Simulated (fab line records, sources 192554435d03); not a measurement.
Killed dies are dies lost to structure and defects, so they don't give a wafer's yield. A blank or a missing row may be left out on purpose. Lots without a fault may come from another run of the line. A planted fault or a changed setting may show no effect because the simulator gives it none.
Tool commonality check | flow n5_finfet | 8 lots, 23 wafers sampled

WHY IT WAS OPENED
At N5_BEOL_M14_THK_MEAS_50 the reading M14_THK is flagged on 2 of 8 lots. Wafers without a fault read 556 nm, standard deviation 20.
Rule: a lot is flagged when every wafer of it that has a number lies more than 4 standard deviations from that mean, or none has a number. The other lots count as sound.

lot  | measured     | on            | M14_THK (nm), wafer by wafer | flag
L321 | day 12 07:22 | film_metro-02 | 529 533 557                  |
L323 | day 13 08:24 | film_metro-02 | 524 544 583                  |
L332 | day 14 20:25 | film_metro-02 | 559 565 568                  |
L331 | day 15 03:04 | film_metro-02 | 1265 1269 1257               | FLAGGED
L334 | day 15 16:28 | film_metro-01 | 1268 1268 1256               | FLAGGED
L338 | day 16 12:51 | film_metro-01 | 582 573 567                  |
L341 | day 17 04:19 | film_metro-01 | 560 558 562                  |
L342 | day 17 21:37 | film_metro-01 | 528 573                      |
The numbers of the flagged lots are 1264 nm on average: +708 nm against the usual, or +35 standard deviations.

WHICH TOOL RAN EACH LOT
The record holds 2 process steps before the reading, out of a route of 1938 steps. In each cell: the tool, then ch and the chambers that the sampled wafers went through, then the start.
lot  | flag    | N5_BEOL_M14_ETCH_68                | N5_BEOL_M14_CMP_49
L321 |         | rie_diel-02 ch 0,2, day 12 03:13   | cmp-02 ch 1,2,3, day 12 07:04
L323 |         | rie_diel-02 ch 1,2,3, day 13 05:03 | cmp-01 ch 0,2,3, day 13 08:07
L332 |         | rie_diel-01 ch 2,3, day 14 15:52   | cmp-02 ch 0,1,3, day 14 20:11
L331 | FLAGGED | rie_diel-02 ch 2,3, day 14 22:54   | cmp-02 ch 0,2,3, day 15 02:47
L334 | FLAGGED | rie_diel-02 ch 2,3, day 15 10:03   | cmp-02 ch 2,3, day 15 16:12
L338 |         | rie_diel-01 ch 0,1,3, day 16 10:17 | cmp-04 ch 1,2,3, day 16 12:34
L341 |         | rie_diel-01 ch 1,2, day 17 00:39   | cmp-01 ch 2,3, day 17 04:04
L342 |         | rie_diel-02 ch 1,3, day 17 12:26   | cmp-02 ch 0,2, day 17 21:23
What these steps do:
- N5_BEOL_M14_ETCH_68: etches SOC in N2/H2, time 450 s.
- N5_BEOL_M14_CMP_49: polishes, stops on SiO2, t overpolish 5.2 s, target thk 560 nm.
- N5_BEOL_M14_THK_MEAS_50: measures by xrf.

FLAGGED OVER TOTAL, TOOL BY TOOL (the gauges that took the reading come last)
step                    | tool          | lots run | flagged | share of the flagged lots | sound lots run after its first flagged lot
N5_BEOL_M14_ETCH_68     | rie_diel-01   | 3        | 0       | none                      | -
N5_BEOL_M14_ETCH_68     | rie_diel-02   | 5        | 2       | all                       | 1 (L342)
N5_BEOL_M14_CMP_49      | cmp-01        | 2        | 0       | none                      | -
N5_BEOL_M14_CMP_49      | cmp-02        | 5        | 2       | all                       | 1 (L342)
N5_BEOL_M14_CMP_49      | cmp-04        | 1        | 0       | none                      | -
N5_BEOL_M14_THK_MEAS_50 | film_metro-01 | 4        | 1       | some                      | 3 (L338,L341,L342)
N5_BEOL_M14_THK_MEAS_50 | film_metro-02 | 4        | 1       | some                      | 0

WHAT THE TABLE ALLOWS
2 rows of the table ran every flagged lot: rie_diel-02 at N5_BEOL_M14_ETCH_68, cmp-02 at N5_BEOL_M14_CMP_49.
- rie_diel-02 at N5_BEOL_M14_ETCH_68: 2 of its 5 lots flagged. Sound lots ran on it after the first flagged one (L342), which a lasting fault on the whole tool wouldn't allow.
- cmp-02 at N5_BEOL_M14_CMP_49: 2 of its 5 lots flagged. Sound lots ran on it after the first flagged one (L342), which a lasting fault on the whole tool wouldn't allow. On the flagged lots its readings are blank where sound lots have values: barrier_field_endpoint_s, clearing_platen_down_force_psi, motor_current_A, overpolish_run_s and 1 more.
No row of the table ran every flagged lot and no sound lot after the first.

WHAT THE SIMULATOR HAD PUT IN
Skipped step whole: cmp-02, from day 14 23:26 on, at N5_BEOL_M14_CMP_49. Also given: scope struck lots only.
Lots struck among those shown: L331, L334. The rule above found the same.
